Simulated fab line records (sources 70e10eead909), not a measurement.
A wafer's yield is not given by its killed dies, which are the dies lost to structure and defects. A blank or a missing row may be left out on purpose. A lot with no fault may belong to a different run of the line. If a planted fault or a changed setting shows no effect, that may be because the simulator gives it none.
Which of the tools did it? -- flow nand harc -- route of 1302 steps, sampled at 1 step: 23 lots, 69 wafers

WHAT THE GAUGES READ, wafer by wafer
NHARC_P_START_INSPECT_01.
lot,measured,on,raw defect count
L074,day 1 20:02,defect inspect-01,6 7 3
L075,day 2 06:02,defect inspect-01,4 2 2
L076,day 2 16:02,defect inspect-01,3 1 2
L077,day 3 02:02,defect inspect-01,2 3 3
L078,day 3 12:02,defect inspect-01,6 9 2
L079,day 3 22:02,defect inspect-02,0 6 11
L080,day 4 08:02,defect inspect-01,5 4 9
L081,day 4 18:02,defect inspect-01,1 3 5
L082,day 5 04:02,defect inspect-02,4 5 3
L083,day 5 14:02,defect inspect-02,3 4 0
L084,day 6 00:03,defect inspect-02,3 2 4
L085,day 6 10:02,defect inspect-01,4 6 4
L086,day 6 20:02,defect inspect-01,3 0 2
L088,day 7 16:02,defect inspect-02,5 4 4
L089,day 8 02:03,defect inspect-02,6 3 8
L090,day 8 12:02,defect inspect-01,4 1 3
L091,day 8 22:02,defect inspect-01,1 3 2
L092,day 9 08:02,defect inspect-01,9 1 3
L093,day 9 18:02,defect inspect-02,2 3 3
L094,day 10 04:02,defect inspect-02,7 7 1
L095,day 10 14:02,defect inspect-02,5 4 6
L096,day 11 00:02,defect inspect-01,3 1 1
L097,day 11 10:02,defect inspect-02,5 5 1

EACH LOT AND THE TOOL THAT RAN IT (in order: tool; ch and the chambers of the sampled wafers; start)
The record holds no process step before these readings.

AS READ BY THE TOOLS THEMSELVES (means over the sampled wafers that have a number; for cases with no such wafer, the mark the record gives instead)
The record holds no such reading with a usual standard deviation.

THE ANSWER, worked out from the rows above alone
Rule: the usual values come from the lots themselves. Put in order of their means at a reading, lots are off if they are a third of the lots or fewer, leave a main group of 4 or more, and stand apart from it by a gap of 3 or more times the standard deviation of the main group's means; of several such gaps the widest counts. A main group is skipped when, at the precision printed for the reading in the tables above, its means are all equal. A lot without any number at a reading at which 4 lots or more have one is off too. All remaining lots with rows at the step are treated as sound. After the gauges, taken in route order, come the tools' own readings; for these a lot's mean is taken, as printed above. At the first step where some lot is off, the reading lying furthest off is the one used; lots without a number count as furthest.
No lot is off on any of the readings shown, so nothing can be concluded from this.

WHAT WAS PUT IN BY THE SIMULATOR
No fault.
